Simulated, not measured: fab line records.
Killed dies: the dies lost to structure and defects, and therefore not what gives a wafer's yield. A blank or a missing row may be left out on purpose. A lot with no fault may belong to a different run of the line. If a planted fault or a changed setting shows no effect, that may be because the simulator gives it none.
fab line records	flow nand-harc
[record] lots = 14	wafers = 42	last-day = 33
route steps=1302 shown A_STAIRCASE@795
lots untouched by any fault: they come from a run of this same line in which no faults occurred
start-h: hours from the record's opening day to when the first of the lot's shown wafers began	wait-h: how many hours have passed since the lot's step before this one	" unchanged from the row above	L1.1+2: several wafers, shown together as one row	- value missing, or start not given	* or withheld: withheld	< > ~ a bound
route shown NAME@n: NAME is a module with steps in the file, n the number in the route of the first one	usual: mean/standard deviation of fault-free wafers	same: alike in all rows	chamber/n: place in a boat	sites: per-site readings	_std_site: the standard deviation of these	_edge_site: inner sites' mean taken away from outer sites' mean	radius-mm: how far each site lies from the wafer's centre	mask NAME#n: copy n	behind: the tool/chamber that last shaped the wafer	hold: reason for holding the lot/hours on hold/outcome of the hold	device: transistor that didn't switch, given as n, p or np	end of line: tests run on the same wafers once the route is complete	where a step has no rows: the recipe by itself	killed: dies that structure and defects cost at the first sort, which is not the same as the wafer's yield	map: shows each die of a wafer: x if killed, . if not, _ if none is there
set.NAME: the setting the step ran with; set.NAME@STEP: the setting that earlier step ran with	model.NAME: the simulator's own value behind a step, which no gauge read
route steps across a sampled set of lots; one table per step, one row per wafer
services: the hour from which a tool's chamber was out of use, counted from the record's first day as start-h (under 0 if before that day), plus the number of hours and why
[[steps]]
[step NHARC_A_STAIRCASE_HM_DEP_459]
[recipe] target-thk-a = 15000	temp-c = 400	material = aC
[usual] throttle-valve-pct = 35.000/0.0094
lot.wafer	tool	chamber	start-h	wait-h	throttle-valve-pct
L398.4	acl-dep-03	0	390.86	3.3	35.005
L398.5	"	0	"	"	35.001
L398.6	"	0	"	"	34.995
L399.2	acl-dep-03	0	406.39	1.7	35.013
L399.3	"	0	"	"	34.998
L399.6	"	0	"	"	34.992
L401.1	acl-dep-02	0	417.87	0.1	35.005
L401.3	"	0	"	"	35.002
L401.6	"	0	"	"	34.977
L402.1	acl-dep-02	0	419.76	0.5	34.998
L402.4	"	0	"	"	35.003
L402.5	"	0	"	"	34.988
L403.1	acl-dep-03	0	448.87	0.1	34.993
L403.2	"	0	"	"	35.017
L403.4	"	0	"	"	35.001
L411.2	acl-dep-01	0	525.16	4.0	35.004
L411.3	"	0	"	"	35.001
L411.6	"	0	"	"	35.004
L413.1	acl-dep-03	0	526.66	3.7	35.010
L413.2	"	0	"	"	34.991
L413.5	"	0	"	"	35.002
L412.1	acl-dep-01	0	530.55	3.6	34.993
L412.5	"	0	531.79	4.9	34.998
L412.6	"	0	"	"	34.990
L415.1	acl-dep-02	0	557.06	3.2	34.999
L415.3	"	0	"	"	34.980
L415.5	"	0	"	"	34.985
L417.1	acl-dep-02	0	570.14	0.1	34.991
L417.2	"	0	"	"	34.996
L417.3	"	0	"	"	34.988
L416.1	acl-dep-03	0	571.09	0.1	35.021
L416.2	"	0	"	"	35.001
L416.4	"	0	"	"	34.990
L418.1	acl-dep-01	0	587.66	0.1	35.004
L418.3	"	0	"	"	35.011
L418.4	"	0	"	"	34.992
L419.2	acl-dep-01	0	603.68	0.5	34.994
L419.4	"	0	"	"	34.997
L419.6	"	0	"	"	34.998
L420.1	acl-dep-03	0	604.83	1.2	35.001
L420.3	"	0	"	"	35.002
L420.4	"	0	"	"	34.980
[step NHARC_A_STAIRCASE_EXPOSE_307]
[recipe] na = 0.5	dose-mj = 45.72	mask-id = CHOP_50
[usual] exposure-dose-mJ-cm2 = 45.98/0.23	focus-offset-nm = 0.0/0.56
lot.wafer	tool	chamber	start-h	wait-h	mask	exposure-dose-mJ-cm2	focus-offset-nm
L398.4	krf-scanner-04	0	400.25	-	CHOP_50#0	46.29	0.2
L398.5	"	0	"	"	CHOP_50#0	46.23	0.1
L398.6	"	0	"	"	CHOP_50#0	46.26	-0.3
L399.2	krf-scanner-01	0	417.88	-	CHOP_50#0	46.11	0.6
L399.3	"	0	"	"	CHOP_50#0	46.10	0.4
L399.6	"	0	"	"	CHOP_50#0	46.08	0.5
L401.1	krf-scanner-04	0	425.48	-	CHOP_50#0	46.35	-0.4
L401.3	"	0	"	"	CHOP_50#0	46.32	-0.9
L401.6	"	0	"	"	CHOP_50#0	46.27	0.2
L402.1	krf-scanner-01	0	428.07	-	CHOP_50#0	46.09	1.0
L402.4	"	0	"	"	CHOP_50#0	46.01	0.6
L402.5	"	0	"	"	CHOP_50#0	46.09	0.4
L403.1	krf-scanner-02	0	460.66	-	CHOP_50#0	45.73	0.3
L403.2	"	0	"	"	CHOP_50#0	45.73	0.2
L403.4	"	0	"	"	CHOP_50#0	45.77	0.4
L411.2	krf-scanner-01	-	535.35	-	CHOP_50#0	-	-
L411.3	"	-	"	"	CHOP_50#0	-	-
L411.6	"	-	"	"	CHOP_50#0	-	-
L413.1	krf-scanner-01	0	537.01	-	CHOP_50#0	46.10	-0.5
L413.2	"	0	"	"	CHOP_50#0	46.07	-1.1
L413.5	"	0	"	"	CHOP_50#0	46.08	-1.1
L412.1	krf-scanner-01	-	539.00	-	CHOP_50#0	-	-
L412.5	"	-	"	"	CHOP_50#0	-	-
L412.6	"	-	"	"	CHOP_50#0	-	-
L415.1	krf-scanner-01	0	567.98	-	CHOP_50#0	46.02	0.0
L415.3	"	0	"	"	CHOP_50#0	46.05	0.6
L415.5	"	0	"	"	CHOP_50#0	45.97	0.2
L417.1	krf-scanner-02	0	578.30	-	CHOP_50#0	45.71	0.2
L417.2	"	0	"	"	CHOP_50#0	45.72	-0.1
L417.3	"	0	"	"	CHOP_50#0	45.72	-0.4
L416.1	krf-scanner-02	0	580.02	-	CHOP_50#0	45.75	0.0
L416.2	"	0	"	"	CHOP_50#0	45.77	0.4
L416.4	"	0	"	"	CHOP_50#0	45.81	-0.4
L418.1	krf-scanner-02	0	596.47	-	CHOP_50#0	45.63	0.7
L418.3	"	0	"	"	CHOP_50#0	45.63	0.2
L418.4	"	0	"	"	CHOP_50#0	45.65	0.1
L419.2	krf-scanner-04	0	613.72	-	CHOP_50#0	46.24	0.0
L419.4	"	0	"	"	CHOP_50#0	46.28	-0.8
L419.6	"	0	"	"	CHOP_50#0	46.25	0.3
L420.1	krf-scanner-02	0	615.43	-	CHOP_50#0	45.69	-0.8
L420.3	"	0	"	"	CHOP_50#0	45.68	0.4
L420.4	"	0	"	"	CHOP_50#0	45.69	-0.7
[step NHARC_A_STAIRCASE_ETCH_453]
[recipe] target-depth-a = 300	overetch-a = 30	time-s = 16.5	ion-energy-ev = 100	cf4-flow-sccm = 80	o2-flow-sccm = 20	ar-flow-sccm = 0	rf-w = 300	bias-w = 100	chemistry = CF4/O2
[usual] drypump-motor-current-A = 5.8/0.48	oes-product-au = 0.998/0.0073	rf-vpp-V = 197.7/1.6	showerhead-plenum-p-Torr = 1.33/0.071	throttle-valve-pct = 13.397/0.0076
[same] time-s = 16.5
lot.wafer	tool	chamber	start-h	wait-h	drypump-motor-current-A	oes-product-au	rf-hours-counter-h	rf-vpp-V	showerhead-plenum-p-Torr	throttle-valve-pct
L398.4	rie-diel-12	3	-	-	6.3	0.985	37	198.0	1.31	13.387
L398.6	"	3	"	"	6.2	0.991	-	199.1	1.31	13.380
L398.5	"	0	"	"	5.7	0.986	-	198.4	1.39	13.392
L399.2	rie-diel-12	1	-	-	5.4	0.994	46	197.5	1.44	13.397
L399.3	"	2	"	"	6.3	0.986	44	197.5	1.27	13.396
L399.6	"	0	"	"	5.7	0.995	-	198.0	1.39	13.406
L401.3	rie-diel-08	3	-	-	5.9	0.998	13	198.2	1.26	13.392
L401.1	"	1	"	"	5.7	0.992	14	196.1	1.24	13.395
L401.6	"	3	"	"	5.9	1.004	-	196.4	1.26	13.399
L402.1	rie-diel-12	3	-	-	6.2	0.987	46	196.3	1.31	13.390
L402.4	"	1	"	"	5.4	0.988	52	199.1	1.43	13.387
L402.5	"	3	"	"	6.3	0.984	-	196.3	1.31	13.414
L403.1	rie-diel-08	3	-	-	5.9	0.997	27	195.0	1.26	13.395
L403.4	"	0	"	"	4.8	0.999	29	198.7	1.43	13.398
L403.2	"	2	"	"	6.3	0.997	27	198.2	1.33	13.398
L411.3	rie-diel-08	0	-	-	4.8	1.009	56	200.9	1.42	13.407
L411.2	"	2	"	"	6.3	1.005	55	197.5	1.32	13.396
L411.6	"	1	"	"	5.7	1.019	-	195.0	1.24	13.390
L413.1	rie-diel-11	2	-	-	6.4	1.000	34	200.1	1.44	13.396
L413.2	"	0	"	"	5.5	0.998	32	197.3	1.30	13.396
L413.5	"	2	"	"	6.4	1.007	-	199.9	1.44	13.394
L412.1	rie-diel-12	0	-	-	5.7	0.999	32	199.1	1.38	13.376
L412.6	"	3	"	"	6.3	0.995	-	197.6	1.30	13.379
L412.5	"	0	"	"	5.7	0.999	-	199.8	1.38	13.401
L415.1	rie-diel-08	3	-	-	5.9	0.997	3	196.6	1.25	13.404
L415.3	"	2	"	"	6.3	0.985	3	197.9	1.32	13.405
L415.5	"	3	"	"	5.9	1.005	-	197.4	1.25	13.397
L417.1	rie-diel-12	0	-	-	5.7	0.993	41	198.5	1.37	13.385
L417.3	"	2	"	"	6.3	0.996	38	194.2	1.26	13.395
L417.2	"	3	"	"	6.3	0.987	39	198.3	1.30	13.413
L416.1	rie-diel-08	2	-	-	6.3	0.990	5	197.0	1.32	13.403
L416.4	"	3	"	"	5.9	0.997	5	197.2	1.25	13.401
L416.2	"	0	"	"	4.8	0.998	4	199.1	1.42	13.386
L418.4	rie-diel-08	3	-	-	5.9	0.993	11	196.8	1.25	13.387
L418.1	"	0	"	"	4.9	1.002	12	199.0	1.42	13.399
L418.3	"	1	"	"	5.7	0.993	12	200.4	1.44	13.394
L419.4	rie-diel-08	2	-	-	6.3	0.988	15	198.4	1.32	13.409
L419.2	"	1	"	"	5.7	0.989	17	200.3	1.44	13.405
L419.6	"	2	"	"	6.3	0.989	-	197.6	1.32	13.393
L420.3	rie-diel-08	3	-	-	5.8	1.000	16	196.9	1.25	13.390
L420.1	"	1	"	"	5.7	1.000	18	200.5	1.44	13.403
L420.4	"	2	"	"	6.3	1.002	16	196.7	1.32	13.399
[step NHARC_A_STAIRCASE_ETCH_315]
[recipe] target-depth-a = 25000	time-s = 607.1	ion-energy-ev = 800	c4f8-flow-sccm = 80	o2-flow-sccm = 60	ar-flow-sccm = withheld	rf-w = 600	bias-w = 3000	chemistry = C4F8/O2/Ar
[usual] oes-product-au = 0.931/0.009	rf-vpp-V = 1826/13
[same] time-s = 607.1
lot.wafer	tool	chamber	start-h	wait-h	oes-product-au	rf-hours-counter-h	rf-vpp-V
L398.4	rie-diel-12	1	-	-	0.931	42	1845
L398.5	"	3	"	"	0.926	-	1821
L398.6	"	0	"	"	0.936	-	1835
L399.2	rie-diel-12	2	-	-	0.926	44	1815
L399.3	"	3	"	"	0.915	42	1821
L399.6	"	2	"	"	0.923	-	1816
L401.3	rie-diel-08	2	-	-	0.932	12	1826
L401.1	"	3	"	"	0.921	13	1812
L401.6	"	2	"	"	0.924	-	1827
L402.1	rie-diel-12	1	-	-	0.927	52	1845
L402.4	"	3	"	"	0.920	46	1822
L402.5	"	2	"	"	0.933	-	1813
L403.4	rie-diel-08	2	-	-	0.929	27	1826
L403.2	"	3	"	"	0.926	27	1813
L403.1	"	0	"	"	0.929	29	1843
L413.2	rie-diel-11	3	-	-	0.920	35	1810
L413.1	"	2	"	"	0.931	34	1846
L413.5	"	3	"	"	0.926	-	1811
L412.1	rie-diel-12	1	-	-	0.932	24	1844
L412.6	"	3	"	"	0.921	-	1819
L412.5	"	0	"	"	0.935	-	1834
L411.3	rie-diel-08	1	-	-	0.921	45	1807
L411.2	"	2	"	"	0.937	59	1824
L411.6	"	2	"	"	0.926	-	1825
L415.3	rie-diel-08	0	-	-	0.945	2	1841
L415.1	"	1	"	"	0.932	2	1846
L415.5	"	2	"	"	0.942	-	1825
L417.1	rie-diel-12	1	-	-	0.917	36	1844
L417.3	"	2	"	"	0.927	38	1812
L417.2	"	3	"	"	0.921	39	1819
L416.1	rie-diel-08	2	-	-	0.923	5	1824
L416.2	"	3	"	"	0.929	5	1811
L416.4	"	0	"	"	0.921	5	1842
L418.1	rie-diel-08	2	-	-	0.925	11	1823
L418.3	"	0	"	"	0.930	12	1842
L418.4	"	1	"	"	0.927	12	1848
L419.2	rie-diel-08	1	-	-	0.922	17	1845
L419.4	"	2	"	"	0.934	15	1826
L419.6	"	1	"	"	0.930	-	1847
L420.3	rie-diel-08	1	-	-	0.925	18	1846
L420.1	"	3	"	"	0.926	16	1809
L420.4	"	0	"	"	0.937	18	1841
[[services]]
tool	chamber	start-h	hours	kind
acl-dep-01	-	370.26	13.0	pm
rie-diel-08	-	370.64	9.0	pm
krf-scanner-04	-	405.59	0.9	repair
rie-diel-08	1	406.95	5.1	repair
krf-scanner-01	-	410.79	2.8	repair
acl-dep-02	-	425.90	13.0	pm
rie-diel-11	-	434.40	9.0	pm
krf-scanner-02	-	438.00	4.0	pm
krf-scanner-01	-	448.32	2.3	repair
rie-diel-12	-	449.15	9.0	pm
rie-diel-11	-	463.21	0.6	repair
rie-diel-12	-	471.86	0.6	repair
rie-diel-11	2	480.29	8.2	repair
krf-scanner-01	-	484.00	4.0	pm
acl-dep-03	-	484.85	13.0	pm
rie-diel-12	1	495.04	11.0	repair
rie-diel-08	1	498.58	30.5	repair
krf-scanner-02	-	509.38	4.8	repair
krf-scanner-04	-	526.00	4.0	pm
acl-dep-02	-	527.12	2.5	repair
krf-scanner-02	-	539.19	0.4	repair
acl-dep-01	-	551.26	13.0	pm
krf-scanner-02	-	610.00	4.0	pm
acl-dep-02	-	610.81	13.0	pm
[[key]]
[first-sign] step = NHARC_A_STAIRCASE_EXPOSE_307	reading = tool-record	direction = missing
effect none on later readings
met-at NHARC_A_STAIRCASE_EXPOSE_307
struck-lots L411,L412
later-rows-left-out L411.2,L411.3,L411.6,L412.1,L412.5,L412.6
sort-left-out L411.2,L411.3,L411.6,L412.1,L412.5,L412.6
tester-left-out L411,L412
not-acting-at NHARC_A_STAIRCASE_HM_DEP_459,NHARC_A_STAIRCASE_ETCH_453,NHARC_A_STAIRCASE_ETCH_315
onset-between 428.07 535.35
[fault] kind = skipped-step-whole	tool = krf-scanner-01	chamber = -	onset-h = 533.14	steps = NHARC_A_STAIRCASE_EXPOSE_307	scope = struck-lots-only
// tester-left-out: of these lots the tester's yield and bins aren't shown, on N5 and GAA mostly nor the transistor test; their killed dies are dies lost to structure and defects alone, not to doping, threshold or leakage, so they don't give the yield
// sort-left-out: the simulated sort isn't trusted on such a fault, so these wafers' sort isn't shown, and their yield isn't known
// later-rows-left-out: the simulator's readings of these wafers behind a module that went badly wrong aren't trusted and aren't shown, but for the sort
